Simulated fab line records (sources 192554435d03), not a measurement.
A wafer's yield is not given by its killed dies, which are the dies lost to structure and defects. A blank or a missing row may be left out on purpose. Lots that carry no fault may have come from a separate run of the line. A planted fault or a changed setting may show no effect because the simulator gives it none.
A lot that was struck, set against a sound lot + flow n5-finfet + 20 out of 1938 route steps
Sound: these wafers, L337.1, L337.3, L337.6. Struck: wafers L351.3, L351.4 (left out: L351.5, a lot-mate that was not struck); the cause follows at the end.
Per side, at each step with rows, come the tool, then ch with its chambers, and then its first start. Under that, the readings that differ: sound wafers + struck wafers + difference of the means + sigmas: that difference in standard deviations of wafers without a fault.
alike: same words and numbers on both sides, and readings whose means sit less than 2 such deviations apart. not compared: any withheld reading, any reading some wafer has no value for, any bound like >300 that may hide the same value, and any number with overlapping values for which the record gives no deviation.
A row with sigmas, a row that says differs or no value, or rows on one side alone: a step with any of these is where the two part. When numbers do not overlap yet have no deviation, they are printed without sigmas and do not part them. Lack of a reading on every wafer of one side parts them only where that side has two or more wafers.

first, 2 steps without rows for these wafers: N5_FIN_CUT_PEB_06 (peb time 60 s); N5_FIN_CUT_DEVELOP_07 (develop time 30 s).
N5_FIN_CUT_CD_MEAS_08: the cd target is 29.1 nm.
  sound on cd-sem-03 ch 0, day 2 21:10; struck on cd-sem-03 ch 0, day 6 08:48
  alike: cd-nm
N5_FIN_CUT_OVL_MEAS_09:
  sound on overlay-02 ch 0, day 2 21:12; struck on overlay-01 ch 0, day 6 08:50
  alike: FIN_CUT_OVL
N5_FIN_CUT_INSPECT_10: inspects for defects (brightfield).
  sound on defect-inspect-01 at day 2 21:16; struck on defect-inspect-02 at day 6 08:53
  alike: raw-defect-count
N5_FIN_CUT_DESCUM_13: chemistry O2, time 7 s.
  sound on rie-diel-05 ch 0,1, day 2 21:17; struck on rie-diel-06 ch 0,2, day 6 08:57
  alike: drypump-motor-current-A, o2-flow-sccm, oes-product-au, rf-vpp-V, showerhead-plenum-p-Torr, throttle-valve-pct
  not compared: rf-hours-counter-h
then, 1 step without rows for these wafers: N5_FIN_CUT_ETCH_30 (etches underlayer in N2/H2, target depth 13 nm, time 10.4 s).
N5_FIN_CUT_ETCH_20: etches SiARC in CF4, target depth 26 nm, time 43.3 s.
  sound on rie-diel-05 ch 0,1, day 2 21:21; struck on rie-diel-06 ch 0,2, day 6 09:01
| reading               | sound          | struck    | difference | sigmas |
|-----------------------|----------------|-----------|------------|--------|
| etch-rf-on-time-s (s) | 42.6 42.7 42.7 | 45.2 44.2 | +2.0       | +2     |
  alike: drypump-motor-current-A, oes-product-au, rf-vpp-V, showerhead-plenum-p-Torr, throttle-valve-pct
  not compared: rf-hours-counter-h
N5_FIN_CUT_ETCH_21: etches SOC in N2/H2, target depth 219 nm, overetch 43.8 nm, time 523.5 s.
  sound on rie-diel-05 ch 0,1, day 2 21:23; struck on rie-diel-06 ch 0,2, day 6 09:02
  alike: drypump-motor-current-A, oes-product-au, rf-vpp-V, showerhead-plenum-p-Torr, throttle-valve-pct
  not compared: rf-hours-counter-h
then, 3 steps without rows for these wafers: N5_FIN_CUT_STRIP_23 (strips in N2/H2); N5_FIN_CUT_STRIP_31 (strips in N2/H2); N5_FIN_CUT_STRIP_24 (strips in CF4).
N5_FIN_CUT_CUT_ETCH_26: etches SiNx in CH3F/O2, target depth 39 nm, time 55.7 s.
  sound on rie-diel-05 ch 0,1, day 2 21:44; struck on rie-diel-06 ch 0,2, day 6 09:23
| reading                                  | sound             | struck      | difference | sigmas |
|------------------------------------------|-------------------|-------------|------------|--------|
| rf-vpp-V (V)                             | 305 301 300       | 295 291     | -9         | -2     |
| model.etch.depth-nm (nm)                 | 39.71 39.56 39.46 | 51.1 51.74  | +11.8      |        |
| model.SOC_of_FIN_CUT_COAT_18.thk-nm (nm) | 210.8 210.8 210.6 | 206.6 206.6 | -4.1       |        |
  alike: drypump-motor-current-A, oes-product-au, showerhead-plenum-p-Torr, throttle-valve-pct
  not compared: rf-hours-counter-h
N5_FIN_CUT_CUT_ETCH_27: etches SiO2 in CHF3/O2, target depth 4 nm, overetch 2 nm, time 4.9 s.
  sound on rie-diel-05 ch 0,1, day 2 21:47; struck on rie-diel-06 ch 0,2, day 6 09:26
  alike: drypump-motor-current-A, oes-product-au, rf-vpp-V, showerhead-plenum-p-Torr, throttle-valve-pct
  not compared: rf-hours-counter-h
N5_FIN_CUT_PRECLEAN_35: cleans in vHF, time 13.3 s.
  sound on vapor-etch-02 ch 0,1, day 2 21:50; struck on vapor-etch-01 ch 0,1, day 6 09:31
  alike: drypump-motor-current-A, foreline-p-Torr
then, 1 step without rows for these wafers: N5_FIN_CUT_CUT_ETCH_15 (etches Si in HBr/Cl2/O2, target depth 100 nm, bt time 10 s, time 42.4 s).
N5_FIN_CUT_CUT_ETCH_28: etches Si in HBr/Cl2/O2, target depth 6 nm, time 2.4 s.
  sound on rie-si-06 ch 1,3, day 2 21:59; struck on rie-si-01 ch 0,2, day 6 09:38
| reading                                  | sound           | struck    | difference | sigmas |
|------------------------------------------|-----------------|-----------|------------|--------|
| model.SOC_of_FIN_CUT_COAT_18.thk-nm (nm) | 169 168.8 168.4 | 164 162.8 | -5         |        |
  alike: drypump-motor-current-A, oes-product-au, throttle-valve-pct
  not compared: rf-hours-counter-h
then, 1 step without rows for these wafers: N5_FIN_CUT_STRIP_22 (strips in N2/H2).
-- a jump in the record: the struck wafers' starts before and after are 6 days apart (it breaks off in module FIN_CUT and resumes in module BEOL_M4, where the first step shown is number 1111 of the route) --
N5_BEOL_M4_RC_MEAS_101:
  sound on prober-01 ch 0, day 8 10:32; struck on prober-01 ch 0, day 12 21:13
| reading   | sound          | struck    | difference | sigmas |
|-----------|----------------|-----------|------------|--------|
| VT_N (mV) | 254 252 255    | 246 246   | -8         | -3     |
| VT_P (mV) | -256 -254 -257 | -249 -248 | +7         | +2     |
  alike: DIBL_N, DIBL_P, IOFF_N, IOFF_P, ION_N, ION_P, SS_N, SS_P
-- a jump in the record: the struck wafers' starts before and after are 4 days apart (it breaks off in module BEOL_M4 and resumes in module PASSIVATION, where the first step shown is number 1936 of the route) --
N5_PASSIVATION_PROBE_49:
  only the struck wafers here have rows in the record (prober-01, day 16 16:35); the sound ones have none

WHERE THEY PART
Earliest at N5_FIN_CUT_ETCH_20; latest, in this record, at N5_PASSIVATION_PROBE_49.

WHY: what had been put in by the simulator
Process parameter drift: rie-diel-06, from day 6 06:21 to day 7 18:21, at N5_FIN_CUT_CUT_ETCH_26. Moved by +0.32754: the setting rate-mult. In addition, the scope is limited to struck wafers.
